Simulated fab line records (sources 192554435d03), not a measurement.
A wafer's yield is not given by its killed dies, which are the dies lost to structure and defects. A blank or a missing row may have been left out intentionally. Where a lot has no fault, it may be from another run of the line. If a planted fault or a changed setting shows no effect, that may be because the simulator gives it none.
Matching of chambers :: flow n5Finfet :: N5_BEOL_M1_ETCH_74 on rieDiel-05: 4 sister chambers
The step etches underlayer in N2/H2, target depth 6.5 nm, time 5.2 s. 14 wafers are shown with their chamber, then 7 later ones without.

WAFERS, EACH WITH ITS CHAMBER
wafer: L077.1
chamber: 1
showerheadPlenumPTorr (Torr): 2.53
drypumpMotorCurrentA (A): 5.7
throttleValvePct (%): 17.51

wafer: L077.2
chamber: 0
showerheadPlenumPTorr (Torr): 2.44
drypumpMotorCurrentA (A): 5.9
throttleValvePct (%): 17.93

wafer: L077.5
chamber: 1
showerheadPlenumPTorr (Torr): 2.53
drypumpMotorCurrentA (A): 5.7
throttleValvePct (%): 17.52

wafer: L076.2
chamber: 1
showerheadPlenumPTorr (Torr): 2.53
drypumpMotorCurrentA (A): 5.7
throttleValvePct (%): 17.53

wafer: L076.5
chamber: 1
showerheadPlenumPTorr (Torr): 2.53
drypumpMotorCurrentA (A): 5.7
throttleValvePct (%): 17.53

wafer: L076.6
chamber: 0
showerheadPlenumPTorr (Torr): 2.44
drypumpMotorCurrentA (A): 5.9
throttleValvePct (%): 17.95

wafer: L083.3
chamber: 2
showerheadPlenumPTorr (Torr): 2.58
drypumpMotorCurrentA (A): 5.6
throttleValvePct (%): 17.66

wafer: L083.4
chamber: 3
showerheadPlenumPTorr (Torr): 2.71
drypumpMotorCurrentA (A): 6.1
throttleValvePct (%): 17.94

wafer: L083.5
chamber: 1
showerheadPlenumPTorr (Torr): 2.52
drypumpMotorCurrentA (A): 5.7
throttleValvePct (%): 17.54

wafer: L088.2
chamber: 0
showerheadPlenumPTorr (Torr): 2.43
drypumpMotorCurrentA (A): 5.8
throttleValvePct (%): 17.98

wafer: L088.4
chamber: 3
showerheadPlenumPTorr (Torr): 2.71
drypumpMotorCurrentA (A): 6.1
throttleValvePct (%): 17.94

wafer: L088.6
chamber: 3
showerheadPlenumPTorr (Torr): 2.71
drypumpMotorCurrentA (A): 6.1
throttleValvePct (%): 17.96

wafer: L090.4
chamber: 1
showerheadPlenumPTorr (Torr): 2.52
drypumpMotorCurrentA (A): 5.7
throttleValvePct (%): 17.58

wafer: L090.5
chamber: 0
showerheadPlenumPTorr (Torr): 2.43
drypumpMotorCurrentA (A): 5.8
throttleValvePct (%): 17.97

SIGNATURES (means of the wafers above)
reading: showerheadPlenumPTorr
chamber 0: 2.4350
chamber 1: 2.5267
chamber 2: 2.5800
chamber 3: 2.7100
scatter within a chamber: 0.00483

reading: drypumpMotorCurrentA
chamber 0: 5.850
chamber 1: 5.700
chamber 2: 5.600
chamber 3: 6.100
scatter within a chamber: 0.0316

reading: throttleValvePct
chamber 0: 17.9575
chamber 1: 17.5350
chamber 2: 17.6600
chamber 3: 17.9467
scatter within a chamber: 0.0217
Rule: for a wafer and a chamber, the distance is found by dividing, reading by reading, the gap between the wafer's reading and the chamber's mean by the reading's scatter, squaring, summing and taking the root. If the next closest chamber is less than 2 further off than the closest, the wafer can't be placed; otherwise it belongs to the closest. How the scatter is found: for the shown wafers, subtract from each reading the mean of its chamber, square and add these, divide the total by (wafers less chambers), then take the root.

WAFERS WITH NO CHAMBER GIVEN
wafer: L090.6
showerheadPlenumPTorr (Torr): 2.70
drypumpMotorCurrentA (A): 6.1
throttleValvePct (%): 17.98

wafer: L092.1
showerheadPlenumPTorr (Torr): 2.52
drypumpMotorCurrentA (A): 5.7
throttleValvePct (%): 17.59

wafer: L092.2
showerheadPlenumPTorr (Torr): 2.70
drypumpMotorCurrentA (A): 6.2
throttleValvePct (%): 17.99

wafer: L092.4
showerheadPlenumPTorr (Torr): 2.43
drypumpMotorCurrentA (A): 5.8
throttleValvePct (%): 18.00

wafer: L095.2
showerheadPlenumPTorr (Torr): 2.57
drypumpMotorCurrentA (A): 5.6
throttleValvePct (%): 17.68

wafer: L095.3
showerheadPlenumPTorr (Torr): 2.51
drypumpMotorCurrentA (A): 5.7
throttleValvePct (%): 17.58

wafer: L095.5
showerheadPlenumPTorr (Torr): 2.57
drypumpMotorCurrentA (A): 5.5
throttleValvePct (%): 17.71

THE CHAMBER EACH PASSED THROUGH
wafer: L090.6
from the rows above: 3
in truth: 3

wafer: L092.1
from the rows above: 1
in truth: 1

wafer: L092.2
from the rows above: 3
in truth: 3

wafer: L092.4
from the rows above: 0
in truth: 0

wafer: L095.2
from the rows above: 2
in truth: 2

wafer: L095.3
from the rows above: 1
in truth: 1

wafer: L095.5
from the rows above: 2
in truth: 2
Correctly placed: 7 of 7. Not placeable from these rows: 0. Placed wrongly: 0.
